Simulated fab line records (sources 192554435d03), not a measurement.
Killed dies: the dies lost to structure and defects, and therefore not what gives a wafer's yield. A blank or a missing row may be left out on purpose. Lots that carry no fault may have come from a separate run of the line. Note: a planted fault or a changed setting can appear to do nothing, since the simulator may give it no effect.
Struck lot and sound lot, side by side | flow n5Finfet | 36 steps out of a route of 1938
Sound: wafers L141.2, L141.3, L141.6. Struck: wafer L156.4. (L156.5 of the same lot was not struck and is left out.) The cause comes at the end.
At each step with rows: each side's tool, then ch and its chambers, then its first start. Under that, the readings that differ: sound wafers | struck wafers | difference of the means | sigmas: that difference in standard deviations of wafers without a fault.
alike: words and numbers the same on both sides, and readings whose means are apart by under 2 such deviations; not compared: readings that were withheld, readings missing a value for some wafer, numbers with overlapping values and no deviation given by the record, and bounds like >300 which may hide the same value.
Wherever a step has rows on one side only, a row that says differs or no value, or a row with sigmas, the two part there. Numbers that don't overlap but have no deviation are shown without sigmas and don't part them. A reading that every wafer of one side lacks parts them only if that side has two wafers or more.

first, 11 steps without rows for these wafers: N5_BEOL_M0_SPUTTER_132 (material Cu, target thk 4 nm, time 7.37 s); N5_BEOL_M0_ANNEAL_133 (time 60 s); N5_BEOL_M0_SPUTTER_134 (material Cu, target thk 4 nm, time 7.37 s); N5_BEOL_M0_ANNEAL_135 (time 60 s); N5_BEOL_M0_SPUTTER_141 (material Cu, target thk 4 nm, time 7.37 s); N5_BEOL_M0_ECD_118 (material Cu, target thk 300 nm); N5_BEOL_M0_ANNEAL_119 (time 90 s); N5_BEOL_M0_CMP_120 (polishes, stops on SiOC, t overpolish 6.9 s); N5_BEOL_M0_PRE_CLEAN_131 (time 15 s); N5_BEOL_M0_CO_CAP_123 (material Co, precursor CCTBA/H2, target thk 2 nm, time 102.1 s); N5_BEOL_M0_PRE_CLEAN_124 (time 15 s).
N5_BEOL_M0_DEP_125: deposits SiCN from 3MS/NH3, target thk 8 nm, time 14 s.
  sound on pecvd-04 ch 1,2, day 6 20:38; struck on pecvd-04 ch 0, day 10 07:33
reading                                  | sound       | struck | difference | sigmas
throttleValvePct (%)                     | 8.5 8.7 8.9 | 9.8    | +1.1       | +2
model.SiCN_of_BEOL_M0_DEP_125.thkNm (nm) | 8 7.8 8     | 5.6    | -2.3       | 
  alike: showerheadPlenumPTorr
then, 22 steps without rows for these wafers: N5_BEOL_M1_ILD_DEP_00 (deposits SiOC from DEMS/O2, target thk 79 nm, time 15.3 s); N5_BEOL_M1_PECVD_72 (deposits SiO2 from TEOS/O2, target thk 16 nm, time 18 s); N5_BEOL_M1_HM_DEP_02 (deposits TiN, target thk 20 nm); N5_BEOL_M1_COAT_61 (time 60 s, resist thk 60 nm); N5_BEOL_M1_COAT_62 (time 60 s, resist thk 12 nm); N5_BEOL_M1_COAT_73 (time 60 s, resist thk 5 nm); N5_BEOL_M1_COAT_05 (resist thk 30 nm); N5_BEOL_M1_EBR_07; N5_BEOL_M1_SOFTBAKE_06 (time 60 s); N5_BEOL_M1_EXPOSE_08 (exposes mask M1); N5_BEOL_M1_PEB_09 (peb time 60 s); N5_BEOL_M1_DEVELOP_10 (develop time 30 s); N5_BEOL_M1_DESCUM_16 (chemistry O2, time 7 s); N5_BEOL_M1_ETCH_74 (etches underlayer in N2/H2, target depth 6.5 nm, time 5.2 s); N5_BEOL_M1_ETCH_63 (etches SiARC in CF4, target depth 15.6 nm, time 26 s); N5_BEOL_M1_ETCH_64 (etches SOC in N2/H2, target depth 75 nm, overetch 15 nm, time 112.5 s); N5_BEOL_M1_STRIP_65 (strips in N2/H2); N5_BEOL_M1_STRIP_75 (strips in N2/H2); N5_BEOL_M1_STRIP_66 (strips in CF4); N5_BEOL_M1_HM_OPEN_17 (chemistry Cl2/BCl3, target TiN, target depth 20 nm, overetch 6 nm); N5_BEOL_M1_STRIP_19 (strips in O2); N5_BEOL_M1_COAT_67 (time 60 s, resist thk 60 nm).
N5_BEOL_M1_CMP_52: polishes, stops on SiOC, t overpolish 6.8 s, target thk 40 nm.
  sound on cmp-01 ch 0,1,2, day 7 10:30; struck on cmp-02 ch 3, day 10 18:07
reading             | sound             | struck | difference | sigmas
overpolishRunS (s)  | 6.817 6.798 6.792 | 6.783  | -0.019     | -2
timeToEndpointS (s) | 53 57 56          | 63     | +8         | +2
  alike: barrierFieldEndpointS, edgeZonePressureFrac, motorCurrentA
  not compared: padLifeWafers, model.Cu_of_BEOL_M1_ECD_50.thkNm
N5_BEOL_M4_RC_MEAS_101:
  sound on prober-01 ch 0, day 9 00:07; struck on prober-01 ch 0, day 12 12:21
reading        | sound             | struck | difference | sigmas
DIBL_N (mV/V)  | 37.4 36.0 36.9    | 32.1   | -4.7       | -3
DIBL_P (mV/V)  | 40.7 38.9 39.6    | 32.4   | -7.3       | -3
IOFF_N (nA/um) | 0.186 0.167 0.181 | 0.097  | -0.081     | -3
IOFF_P (nA/um) | 0.31 0.29 0.29    | 0.14   | -0.16      | -4
ION_N (uA/um)  | 674 677 683       | 646    | -32        | -3
ION_P (uA/um)  | 470 471 475       | 445    | -27        | -4
VT_N (mV)      | 249 251 246       | 257    | +8         | +3
VT_P (mV)      | -242 -242 -242    | -258   | -16        | -4
  alike: SS_N, SS_P

== WHERE THEY PART ==
At N5_BEOL_M0_DEP_125 first; at N5_BEOL_M4_RC_MEAS_101 last (within this record only).

WHY: what had been put in by the simulator
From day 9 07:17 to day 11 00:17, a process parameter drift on pecvd-04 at N5_BEOL_M0_DEP_125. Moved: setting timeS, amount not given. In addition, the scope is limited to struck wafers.
